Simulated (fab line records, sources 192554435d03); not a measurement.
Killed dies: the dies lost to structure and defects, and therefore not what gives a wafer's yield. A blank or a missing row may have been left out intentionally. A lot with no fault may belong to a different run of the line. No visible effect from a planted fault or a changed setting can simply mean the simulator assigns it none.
fab line records ; flow n5-finfet ; part 1 of 2: steps 1 to 3 of 6
[record] lots = 21; wafers = 63; last-day = 18
route steps=1938 shown MOL_CONTACT_COAG@551
lots untouched by any fault: they come from a run of this same line in which no faults occurred
start-h: hours from the record's first day to the start of the lot's first wafer shown ; wait-h: hours elapsed since this lot's preceding step ; " as in the row above ; L1.1+2: a row that stands for several wafers ; - value missing, or start not given ; * or withheld: withheld ; < > ~ a bound
route shown NAME@n: a module of which the file shows steps, and the number in the route of the first ; usual: mean/standard deviation taken from wafers without a fault ; same: alike in all rows ; chamber/n: place in a boat ; sites: the reading at each site ; _std_site: their standard deviation ; _edge_site: outer sites' mean less inner sites' ; radius-mm: for every site, how far away it sits from the centre of the wafer ; mask NAME#n: copy n ; behind: the most recent tool/chamber to have shaped the wafer ; hold: why the lot was held/for how many hours/how that ended ; device: which transistor (n, p or np) failed to switch ; end of line: tests of these same wafers at the route's end ; a step with no rows: only its recipe ; killed: not the wafer's yield, but the dies lost to structure and defects at the first sort ; map: a wafer's dies, x killed, . not, _ none there
set.NAME: setting as actually run; set.NAME@STEP: the setting as run at that earlier step ; model.NAME: the simulator's own value behind a step, which no gauge read
a sample of lots followed through the steps of the route, with each step as a table and each wafer as a row
services: from which hour (start-h, from the record's first day; less than 0 if before it) a tool's chamber was out of use, for how many hours, and why
[[steps]]
[step N5_MOL_CONTACT_COAG_SPUTTER_130]
[recipe] material = Co; target-thk-a = 475; temp-c = 25; chamber-pressure-pa = 0.5; power-w = 3000
[usual] cathode-dc-power-W = 3000.0/0.51; susceptor-temp-C = 24.98/0.1; throttle-valve-pct = 30.3/1.3
lot.wafer;tool;chamber;start-h;wait-h;cathode-dc-power-W;susceptor-temp-C;throttle-valve-pct
L075.1;pvd-sputter-03;-;102.77;0.0;2999.8;25.01;28.6
L075.3;pvd-sputter-03;-;102.77;0.0;3000.0;25.17;28.7
L075.4;pvd-sputter-03;-;102.77;0.0;3000.3;24.84;31.9
L077.1;pvd-sputter-01;-;111.65;0.0;3000.0;24.89;32.0
L077.3;pvd-sputter-01;-;111.65;0.0;3000.7;25.10;30.4
L077.6;pvd-sputter-01;-;111.65;0.0;3000.9;25.00;30.1
L076.1;pvd-sputter-03;-;116.79;0.0;3000.2;24.98;32.3
L076.3;pvd-sputter-03;-;116.79;0.0;2999.6;25.00;29.0
L076.6;pvd-sputter-03;-;116.79;0.0;2999.5;24.85;28.9
L078.2;pvd-sputter-02;-;119.17;0.0;2999.5;24.80;28.9
L078.4;pvd-sputter-02;-;119.17;0.0;3000.4;25.05;30.7
L078.5;pvd-sputter-02;-;119.17;0.0;3000.2;25.01;30.7
L079.1;pvd-sputter-03;-;124.89;0.0;2999.9;25.09;29.2
L079.3;pvd-sputter-03;-;124.89;0.0;2999.8;25.04;31.9
L079.4;pvd-sputter-03;-;124.89;0.0;2999.9;24.93;28.7
L080.2;pvd-sputter-01;-;133.35;0.0;2999.7;24.86;30.1
L080.4;pvd-sputter-01;-;133.35;0.0;3000.1;25.06;28.5
L080.5;pvd-sputter-01;-;133.35;0.0;3000.6;24.91;28.5
L081.1;pvd-sputter-01;-;136.26;0.0;3000.6;25.07;31.3
L081.4;pvd-sputter-01;-;136.26;0.0;2999.9;24.78;31.9
L081.5;pvd-sputter-01;-;136.26;0.0;2999.4;25.19;31.5
L082.1;pvd-sputter-02;-;148.80;0.0;3000.4;25.00;29.9
L082.3;pvd-sputter-02;-;148.80;0.0;2999.8;24.91;31.0
L082.5;pvd-sputter-02;-;148.80;0.0;3000.1;24.92;30.4
L083.1;pvd-sputter-03;-;151.59;0.0;2999.6;24.94;28.9
L083.5;pvd-sputter-03;-;151.59;0.0;3000.2;24.98;32.2
L083.6;pvd-sputter-03;-;151.59;0.0;2999.9;25.09;28.6
L084.2;pvd-sputter-01;-;157.67;0.0;2999.7;25.01;28.1
L084.3;pvd-sputter-01;-;157.67;0.0;2999.7;25.01;31.4
L084.5;pvd-sputter-01;-;157.67;0.0;2998.9;25.00;28.5
L085.3;pvd-sputter-01;-;160.91;0.0;3000.2;25.01;28.8
L085.5;pvd-sputter-01;-;160.91;0.0;2998.7;25.10;30.3
L085.6;pvd-sputter-01;-;160.91;0.0;3001.0;25.04;31.4
L087.2;pvd-sputter-01;-;172.42;0.0;2999.7;25.00;31.9
L087.3;pvd-sputter-01;-;172.42;0.0;2999.4;25.14;31.5
L087.5;pvd-sputter-01;-;172.42;0.0;3000.0;24.89;30.5
L086.1;pvd-sputter-01;-;173.32;0.0;3000.0;24.95;31.9
L086.3;pvd-sputter-01;-;173.32;0.0;3000.3;24.99;30.1
L086.4;pvd-sputter-01;-;173.32;0.0;3000.5;24.79;28.6
L089.1;pvd-sputter-01;-;188.03;0.0;2999.7;24.88;31.4
L089.5;pvd-sputter-01;-;188.03;0.0;3000.8;25.00;31.3
L089.6;pvd-sputter-01;-;188.03;0.0;2999.3;25.00;28.3
L088.1;pvd-sputter-02;-;188.31;0.0;3000.2;25.02;28.8
L088.4;pvd-sputter-02;-;188.31;0.0;2999.1;25.00;30.6
L088.5;pvd-sputter-02;-;188.31;0.0;2999.6;24.95;31.0
L091.3;pvd-sputter-02;-;194.74;0.0;3000.2;24.93;30.4
L091.4;pvd-sputter-02;-;194.74;0.0;3001.3;25.13;30.3
L091.6;pvd-sputter-02;-;194.74;0.0;2999.8;24.77;30.5
L090.1;pvd-sputter-03;-;198.27;0.0;3001.1;24.72;28.6
L090.3;pvd-sputter-03;-;198.27;0.0;3001.1;24.92;32.2
L090.5;pvd-sputter-03;-;198.27;0.0;3000.1;25.13;31.6
L093.3;pvd-sputter-01;-;216.13;0.0;2999.1;24.85;30.2
L093.4;pvd-sputter-01;-;216.13;0.0;3000.2;24.95;31.5
L093.6;pvd-sputter-01;-;216.13;0.0;3000.7;24.97;30.1
L094.1;pvd-sputter-02;-;218.76;0.0;3000.0;24.94;30.8
L094.5;pvd-sputter-02;-;218.76;0.0;3000.0;24.95;30.2
L094.6;pvd-sputter-02;-;218.76;0.0;2999.6;24.85;31.0
L095.2;pvd-sputter-02;-;223.68;0.0;3000.6;25.07;30.7
L095.4;pvd-sputter-02;-;223.68;0.0;2999.1;24.72;28.7
L095.6;pvd-sputter-02;-;223.68;0.0;3000.1;24.85;28.9
L096.1;pvd-sputter-01;-;232.70;0.0;3000.1;25.05;30.1
L096.5;pvd-sputter-01;-;232.70;0.0;2999.9;25.02;28.5
L096.6;pvd-sputter-01;-;232.70;0.0;2999.5;24.91;31.5
[step N5_MOL_CONTACT_COAG_ALD_131]
[recipe] material = SiO2; target-thk-a = 50; temp-c = 100; ald-precursor-family = BDEAS; ald-co-reactant = O2-plasma; pulse-time-s = 1; co-reactant-pulse-time-s = 1; purge-time-s = 2; co-reactant-purge-time-s = 2; ald-cycles = 35; pressure-torr = 2
[usual] heater-power-outer-w = 40/4.8; heater-power-w = 77/9.3; precursor-pulse-height-rel = 0.999/0.019; susceptor-temp-C = 99.99/0.13
[same] co-reactant-pulse-time-s = 1; co-reactant-purge-time-s = 2
lot.wafer;tool;chamber;start-h;wait-h;heater-power-outer-w;heater-power-w;precursor-pulse-height-rel;susceptor-temp-C
L075.1;ald-sin-03;2;107.07;0.1;36;65;0.972;100.03
L075.3;ald-sin-03;0;107.07;0.1;35;72;1.034;99.99
L075.4;ald-sin-03;1;107.07;0.1;39;81;0.989;100.08
L077.1;ald-sin-02;3;115.80;0.1;34;68;1.004;100.06
L077.3;ald-sin-02;0;115.80;0.1;45;84;0.953;100.04
L077.6;ald-sin-02;3;115.80;0.1;35;65;0.987;99.77
L076.1;ald-sin-04;0;121.71;0.3;37;71;0.988;99.66
L076.3;ald-sin-04;1;121.71;0.3;48;93;1.020;99.96
L076.6;ald-sin-04;0;121.71;0.3;36;70;0.994;99.93
L078.2;ald-sin-02;0;124.55;0.1;44;83;1.016;100.05
L078.4;ald-sin-02;3;124.55;0.1;34;69;1.021;100.01
L078.5;ald-sin-02;2;124.55;0.1;36;68;1.025;99.90
L079.1;ald-sin-02;0;128.93;0.1;45;83;0.982;99.84
L079.3;ald-sin-02;3;128.93;0.1;34;68;0.979;100.13
L079.4;ald-sin-02;1;128.93;0.1;37;73;0.977;99.80
L080.2;ald-sin-03;2;137.44;0.1;36;64;0.974;99.90
L080.4;ald-sin-03;1;137.44;0.1;41;83;0.967;100.00
L080.5;ald-sin-03;2;137.44;0.1;36;64;1.020;99.96
L081.1;ald-sin-04;3;140.27;0.1;42;73;1.018;100.14
L081.4;ald-sin-04;3;140.27;0.1;41;75;0.997;100.03
L081.5;ald-sin-04;1;140.27;0.1;51;93;0.989;99.78
L082.1;ald-sin-02;3;153.11;0.1;34;68;0.971;99.95
L082.3;ald-sin-02;1;153.11;0.1;38;74;0.982;100.05
L082.5;ald-sin-02;0;153.11;0.1;43;83;1.002;99.96
L083.1;ald-sin-02;3;156.13;0.1;33;69;1.015;99.87
L083.5;ald-sin-02;0;156.13;0.1;44;83;0.974;99.95
L083.6;ald-sin-02;3;156.13;0.1;34;68;0.988;99.72
L084.2;ald-sin-04;2;161.79;0.1;47;92;0.983;99.99
L084.3;ald-sin-04;3;161.79;0.1;42;71;1.021;100.05
L084.5;ald-sin-04;3;161.79;0.1;42;72;1.025;99.98
L085.3;ald-sin-02;3;165.07;0.1;34;70;1.003;99.95
L085.5;ald-sin-02;0;165.07;0.1;45;82;0.969;100.12
L085.6;ald-sin-02;1;165.07;0.1;38;72;0.972;100.28
L087.2;ald-sin-02;2;176.42;0.1;36;67;0.996;99.82
L087.3;ald-sin-02;3;176.42;0.1;35;69;1.024;100.15
L087.5;ald-sin-02;0;176.42;0.1;44;83;1.008;99.84
L086.1;ald-sin-04;2;177.38;0.1;47;91;0.995;99.99
L086.3;ald-sin-04;1;177.38;0.1;49;93;0.978;100.03
L086.4;ald-sin-04;3;177.38;0.1;42;74;1.007;99.81
L089.1;ald-sin-03;1;193.21;0.1;42;85;0.976;100.03
L089.5;ald-sin-03;1;193.21;0.1;40;82;1.010;100.00
L089.6;ald-sin-03;2;193.21;0.1;37;67;0.991;99.91
L088.1;ald-sin-03;0;194.74;0.2;37;75;1.006;100.13
L088.4;ald-sin-03;3;194.74;0.2;39;76;1.005;100.03
L088.5;ald-sin-03;2;194.74;0.2;38;67;0.989;99.89
L091.3;ald-sin-04;1;199.01;0.1;50;95;1.000;100.20
L091.4;ald-sin-04;2;199.01;0.1;45;93;1.005;99.84
L091.6;ald-sin-04;1;199.01;0.1;51;92;1.014;100.06
L090.1;ald-sin-04;1;202.89;0.1;50;94;1.009;100.04
L090.3;ald-sin-04;3;202.89;0.1;42;72;0.986;99.97
L090.5;ald-sin-04;1;202.89;0.1;49;95;1.001;99.99
L093.3;ald-sin-02;3;220.16;0.1;34;69;1.004;99.98
L093.4;ald-sin-02;2;220.16;0.1;36;68;0.994;99.94
L093.6;ald-sin-02;0;220.16;0.1;43;82;1.019;100.01
L094.1;ald-sin-04;1;223.02;0.1;50;92;1.015;99.94
L094.5;ald-sin-04;3;223.02;0.1;41;73;1.004;100.12
L094.6;ald-sin-04;2;223.02;0.1;45;89;0.966;100.22
L095.2;ald-sin-02;3;229.85;0.7;34;70;0.999;100.13
L095.4;ald-sin-02;1;229.85;0.7;37;72;0.980;99.81
L095.6;ald-sin-02;3;229.85;0.7;34;69;1.026;100.21
L096.1;ald-sin-02;2;238.13;0.1;36;68;1.020;99.96
L096.5;ald-sin-02;1;238.13;0.1;38;75;0.985;99.92
L096.6;ald-sin-02;0;238.13;0.1;45;86;1.020;99.82
[step N5_MOL_CONTACT_COAG_ETCHBACK_135]
[recipe] chemistry = CHF3; target = SiO2; target-depth-a = 250; time-s = 16.7; ion-energy-ev = 200; pressure-mtorr = 30; source-w = 610; bias-w = 170; Ar_flow_sccm = 200; CHF3_flow_sccm = 50
[usual] bias-w = 170.1/0.48; drypump-motor-current-A = 5.8/0.53; oes-product-au = 0.79/0.096; rf-fwd-power-W = 598.5/2.8; rf-vpp-V = 524/12; showerhead-plenum-p-Torr = 2.43/0.08; throttle-valve-pct = 18.68/0.18
lot.wafer;tool;chamber;start-h;wait-h;bias-w;drypump-motor-current-A;oes-product-au;rf-fwd-power-W;rf-hours-counter-h;rf-vpp-V;showerhead-plenum-p-Torr;throttle-valve-pct
L075.1;rie-diel-03;0;107.37;0.0;169.3;5.2;0.94;601.5;9;532;2.41;18.34
L075.3;rie-diel-03;1;107.37;0.0;169.7;5.4;0.73;592.3;159;523;2.45;18.64
L075.4;rie-diel-03;3;107.37;0.0;170.0;6.0;0.85;594.9;79;518;2.33;18.80
L077.1;rie-diel-06;3;116.18;0.0;170.1;5.4;0.68;602.0;245;507;2.25;18.90
L077.3;rie-diel-06;2;116.18;0.0;169.2;6.3;0.70;597.1;220;509;2.35;18.77
L077.6;rie-diel-06;0;116.18;0.0;171.3;5.8;0.72;601.5;-;540;2.47;18.74
L076.1;rie-diel-06;3;122.01;0.0;170.6;5.4;0.68;604.9;246;508;2.25;18.92
L076.3;rie-diel-06;2;122.01;0.0;170.2;6.3;0.70;595.5;221;510;2.35;18.79
L076.6;rie-diel-06;0;122.01;0.0;170.0;5.7;0.72;602.7;-;541;2.47;18.76
L078.2;rie-diel-01;3;124.86;0.0;170.9;6.6;0.71;595.6;238;534;2.43;18.77
L078.4;rie-diel-01;2;124.86;0.0;170.2;5.2;0.89;595.8;-;527;2.52;18.47
L078.5;rie-diel-01;3;124.86;0.0;169.8;6.5;0.71;597.8;-;533;2.43;18.78
L079.1;rie-diel-06;3;129.24;0.0;170.5;5.4;0.68;599.0;248;508;2.25;18.90
L079.3;rie-diel-06;0;129.24;0.0;170.2;5.7;0.71;604.8;199;542;2.47;18.76
L079.4;rie-diel-06;2;129.24;0.0;169.3;6.3;0.70;593.4;224;510;2.35;18.79
L080.2;rie-diel-01;1;137.92;0.0;170.3;5.8;0.67;596.5;237;505;2.28;18.73
L080.4;rie-diel-01;3;137.92;0.0;169.9;6.6;0.70;598.1;243;532;2.43;18.78
L080.5;rie-diel-01;2;137.92;0.0;169.7;5.2;0.88;600.9;-;526;2.52;18.49
L081.1;rie-diel-03;3;140.58;0.0;169.9;5.9;0.82;592.0;89;518;2.32;18.81
L081.4;rie-diel-03;3;140.58;0.0;170.0;5.9;0.83;595.9;-;519;2.32;18.83
L081.5;rie-diel-03;1;140.58;0.0;170.6;5.4;0.73;593.3;-;525;2.45;18.67
L082.1;rie-diel-03;1;153.41;0.0;169.9;5.5;0.73;595.7;173;524;2.45;18.67
L082.3;rie-diel-03;0;153.41;0.0;171.2;5.2;0.91;600.1;21;531;2.41;18.35
L082.5;rie-diel-03;2;153.41;0.0;169.2;5.0;0.83;594.6;-;515;2.43;18.99
L083.1;rie-diel-01;0;156.44;0.0;169.8;6.3;0.77;600.6;104;524;2.49;18.54
L083.5;rie-diel-01;2;156.44;0.0;170.3;5.2;0.87;599.5;-;526;2.52;18.50
L083.6;rie-diel-01;3;156.44;0.0;169.3;6.6;0.69;595.1;-;533;2.43;18.79
L084.2;rie-diel-06;2;162.10;0.0;170.2;6.3;0.68;598.2;239;510;2.35;18.81
L084.3;rie-diel-06;0;162.10;0.0;169.7;5.7;0.70;603.1;213;541;2.46;18.76
L084.5;rie-diel-06;2;162.10;0.0;169.9;6.3;0.69;597.2;-;509;2.35;18.82
L085.3;rie-diel-01;3;165.38;0.0;169.3;6.6;0.69;598.4;252;535;2.42;18.80
L085.5;rie-diel-01;1;165.38;0.0;169.6;5.7;0.66;598.8;-;505;2.27;18.73
L085.6;rie-diel-01;0;165.38;0.0;171.1;6.3;0.77;602.2;-;525;2.49;18.53
L087.2;rie-diel-03;1;176.72;0.0;170.2;5.5;0.73;597.5;179;524;2.44;18.69
L087.3;rie-diel-03;3;176.72;0.0;170.4;6.0;0.82;598.0;99;516;2.32;18.84
L087.5;rie-diel-03;2;176.72;0.0;170.1;5.0;0.83;593.5;-;514;2.43;19.00
L086.1;rie-diel-06;1;177.68;0.0;170.0;6.6;0.72;600.1;204;544;2.46;18.76
L086.3;rie-diel-06;0;177.68;0.0;169.3;5.7;0.70;599.4;218;540;2.46;18.79
L086.4;rie-diel-06;2;177.68;0.0;171.1;6.3;0.69;593.1;242;509;2.35;18.81
L089.1;rie-diel-06;2;193.51;0.0;170.2;6.3;0.68;596.2;247;510;2.34;18.83
L089.5;rie-diel-06;3;193.51;0.0;170.9;5.4;0.94;600.9;-;517;2.53;18.53
L089.6;rie-diel-06;0;193.51;0.0;170.2;5.7;0.69;603.2;-;540;2.46;18.77
L088.1;rie-diel-01;1;195.05;0.0;170.0;5.8;0.65;599.9;253;504;2.27;18.74
L088.4;rie-diel-01;2;195.05;0.0;170.4;5.2;0.85;601.2;-;527;2.51;18.50
L088.5;rie-diel-01;0;195.05;0.0;169.9;6.3;0.77;601.0;-;524;2.49;18.55
L091.3;rie-diel-01;1;199.33;0.0;169.9;5.8;0.65;598.9;255;505;2.27;18.74
L091.4;rie-diel-01;1;199.33;0.0;169.5;5.8;0.65;601.3;-;506;2.27;18.75
L091.6;rie-diel-01;0;199.33;0.0;169.6;6.3;0.77;601.2;-;525;2.49;18.57
L090.1;rie-diel-03;1;203.21;0.0;169.7;5.5;0.72;595.1;190;525;2.44;18.70
L090.3;rie-diel-03;2;203.21;0.0;169.7;5.0;0.81;595.3;80;514;2.43;19.01
L090.5;rie-diel-03;3;203.21;0.0;170.2;5.9;0.81;597.3;-;519;2.32;18.84
L093.3;rie-diel-06;2;220.65;0.0;170.1;6.3;1.01;595.7;1;511;2.34;18.37
L093.4;rie-diel-06;1;220.65;0.0;169.8;6.6;0.71;600.5;221;542;2.45;18.79
L093.6;rie-diel-06;2;220.65;0.0;169.9;6.3;1.01;596.5;-;512;2.34;18.37
L094.1;rie-diel-06;2;223.40;0.0;170.1;6.3;1.01;593.2;2;510;2.34;18.38
L094.5;rie-diel-06;2;223.40;0.0;170.6;6.3;1.01;594.8;-;510;2.34;18.37
L094.6;rie-diel-06;1;223.40;0.0;171.3;6.6;0.71;599.8;-;544;2.45;18.79
L095.2;rie-diel-01;2;230.15;0.0;170.2;5.2;0.82;600.6;77;527;2.51;18.54
L095.4;rie-diel-01;0;230.15;0.0;170.8;6.3;0.75;601.5;-;525;2.48;18.59
L095.6;rie-diel-01;3;230.15;0.0;170.1;6.5;0.94;595.4;-;533;2.42;18.38
L096.1;rie-diel-01;3;238.68;0.0;170.0;6.5;0.93;597.8;12;532;2.42;18.38
L096.5;rie-diel-01;1;238.68;0.0;169.3;5.8;0.99;600.8;-;515;2.56;18.36
L096.6;rie-diel-01;2;238.68;0.0;169.7;5.2;0.82;598.4;-;527;2.51;18.54
